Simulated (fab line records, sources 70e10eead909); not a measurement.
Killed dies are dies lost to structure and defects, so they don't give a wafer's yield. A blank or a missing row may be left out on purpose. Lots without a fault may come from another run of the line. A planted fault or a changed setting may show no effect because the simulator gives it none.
A struck lot beside a sound one | flow nand_harc | 41 steps out of a route of 1302
Sound: wafers L227.1, L227.4, L227.6. Struck: wafer L221.5. (L221.3, L221.4 of the same lot were not struck and are left out.) The cause comes at the end.
At each step with rows: each side's tool, then ch and its chambers, then its first start. Under that, the readings that differ: sound wafers | struck wafers | difference of the means | sigmas: that difference in standard deviations of wafers without a fault.
alike: readings whose means differ by less than 2 such deviations, and words and numbers that are the same on both sides. not compared: withheld readings, readings that some wafer has no value for, bounds like >300 that may hide the same value, and numbers for which the record gives no deviation and whose values overlap.
The two part at a step that has a row with sigmas, a row that says differs or no value, or rows on one side only. Numbers that don't overlap but have no deviation are shown without sigmas and don't part them. A reading that every wafer of one side lacks parts them only if that side has two wafers or more.

first, 5 steps without rows for these wafers: NHARC_P_M2_SOFTBAKE_04 (time 55 s); NHARC_P_M2_EBR_05; NHARC_P_M2_EXPOSE_06 (exposes mask P M2, target cd 170 nm); NHARC_P_M2_PEB_07 (peb time 65 s); NHARC_P_M2_DEVELOP_08 (develop time 35 s).
NHARC_P_M2_CD_MEAS_09: target cd 170 nm.
  sound on cd_sem-01 ch 0, day 13 19:57; struck on cd_sem-02 ch 0, day 11 09:08
  reading    | sound             | struck | difference | sigmas
  cd_nm (nm) | 170.7 170.7 171.3 | 169.3  | -1.6       | -2
NHARC_P_M2_OVL_MEAS_10: pitch 340 nm.
  sound on overlay-01, day 13 20:02; struck on overlay-02, day 11 09:13
  reading           | sound       | struck | difference | sigmas
  overlay_x_nm (nm) | 0.7 0.8 0.4 | -1.2   | -1.8       | -2
  alike: overlay_y_nm
NHARC_P_M2_INSPECT_11:
  sound on defect_inspect-01, day 13 20:05; struck on defect_inspect-02, day 11 09:16
  alike: raw_defect_count
then, 1 step without rows for these wafers: NHARC_P_M2_DESCUM_14 (chemistry O2, time 3 s).
NHARC_P_M2_ETCH_35: etches the open film in N2/H2, target depth 40 nm, overetch 12 nm, time 43.94 s.
  sound on rie_diel-01 ch 0,1, day 13 20:13; struck on rie_diel-06 ch 3, day 11 09:24
  alike: drypump_motor_current_A, oes_product_au, rf_vpp_V, showerhead_plenum_p_Torr, throttle_valve_pct
  not compared: rf_hours_counter_h
then, 1 step without rows for these wafers: NHARC_P_M2_ETCH_15 (etches the open film in C4F8/Ar, target depth 182.5 nm, time 91.2 s).
NHARC_P_M2_CD_MEAS_16:
  sound on cd_sem-03, day 13 20:26; struck on cd_sem-03, day 11 09:38
  alike: cd_nm
NHARC_P_M2_STRIP_18: strips in N2/H2.
  sound on rie_diel-11 ch 2,3, day 13 20:32; struck on rie_diel-11 ch 2, day 11 09:43
  alike: drypump_motor_current_A, oes_product_au, rf_vpp_V, showerhead_plenum_p_Torr, throttle_valve_pct
  not compared: rf_hours_counter_h
NHARC_P_M2_ETCH_28: etches the open film in CF4/N2, target depth 30 nm, time 72.99 s.
  sound on rie_diel-11 ch 0,3; struck on rie_diel-11 ch 2
  alike: drypump_motor_current_A, oes_product_au, rf_vpp_V, showerhead_plenum_p_Torr, throttle_valve_pct
  not compared: rf_hours_counter_h
then, 2 steps without rows for these wafers: NHARC_P_M2_STRIP_19 (strips in post etch residue remover, time 600 s); NHARC_P_M2_DEGAS_29 (time 60 s).
NHARC_P_M2_PRE_CLEAN_30: time 30 s.
  sound on pvd_sputter-02; struck on pvd_sputter-03
  alike: heater_power_w, susceptor_temp_C
then, 5 steps without rows for these wafers: NHARC_P_M2_PVD_20 (deposits TaN, target thk 5 nm, time 8.06 s); NHARC_P_M2_PVD_21 (deposits Cu, target thk 30 nm, time 20.49 s); NHARC_P_M2_ECD_22 (material Cu, target thk 400 nm); NHARC_P_M2_ANNEAL_31 (time 90 s); NHARC_P_M2_CMP_23 (polishes, t overpolish 20 s, target thk 144.3 nm).
NHARC_P_M2_THK_MEAS_24: measures by xrf.
  sound on film_metro-01, day 13 22:33; struck on film_metro-01, day 11 11:46
  alike: thk_nm
then, 1 step without rows for these wafers: NHARC_P_M2_SRD_25.
NHARC_P_M2_PRE_CLEAN_32: time 12 s.
  sound on pecvd-02 ch 0,2, day 13 22:47; struck on pecvd-01 ch 0, day 11 12:01
  alike: heater_power_w, susceptor_temp_C
NHARC_P_M2_DEP_33: deposits SiCN, target thk 30 nm.
  sound on pecvd-02 ch 0,2, day 13 22:52; struck on pecvd-01 ch 0, day 11 12:10
  reading            | sound       | struck | difference | sigmas
  heater_power_w (W) | 650 661 644 | 425    | -227       | -2
  alike: susceptor_temp_C
then, 2 steps without rows for these wafers: NHARC_P_BONDPAD_DEP_00 (deposits SiCN, target thk 250 nm); NHARC_P_BONDPAD_CMP_32 (polishes SiCN, target thk 200 nm).
NHARC_P_BONDPAD_THK_MEAS_33: measures by ellipsometry.
  sound on film_metro-01, day 14 00:07; struck on film_metro-01, day 11 13:08
  alike: thk_nm
then, 10 steps without rows for these wafers: NHARC_P_BONDPAD_SRD_34; NHARC_P_BONDPAD_DEHYDRATE_01 (time 120 s); NHARC_P_BONDPAD_HMDS_02 (time 30 s); NHARC_P_BONDPAD_COAT_36 (time 65 s); NHARC_P_BONDPAD_COAT_03 (resist thk 600 nm); NHARC_P_BONDPAD_SOFTBAKE_04 (time 70 s); NHARC_P_BONDPAD_EBR_05; NHARC_P_BONDPAD_EXPOSE_06 (exposes mask P BPAD); NHARC_P_BONDPAD_PEB_07 (peb time 80 s); NHARC_P_BONDPAD_DEVELOP_08 (time 50 s).
NHARC_P_BONDPAD_CD_MEAS_09: target cd 500 nm.
  sound on cd_sem-01 ch 0, day 14 00:41; struck on cd_sem-01 ch 0, day 11 13:42
  alike: cd_nm
-- the record jumps here: 18 days lie between the struck wafers' starts before and after (it left off in module P_BONDPAD and takes up again in module END, whose first step shown is number 1302 of the route) --
NHARC_END_SORT_01:
  the record has rows for the struck wafers here (prober-02 ch 0, day 29 15:57) and none for the sound ones

WHERE THEY PART
First at NHARC_P_M2_CD_MEAS_09; last, within this record, at NHARC_END_SORT_01.

WHY: what the simulator had put in
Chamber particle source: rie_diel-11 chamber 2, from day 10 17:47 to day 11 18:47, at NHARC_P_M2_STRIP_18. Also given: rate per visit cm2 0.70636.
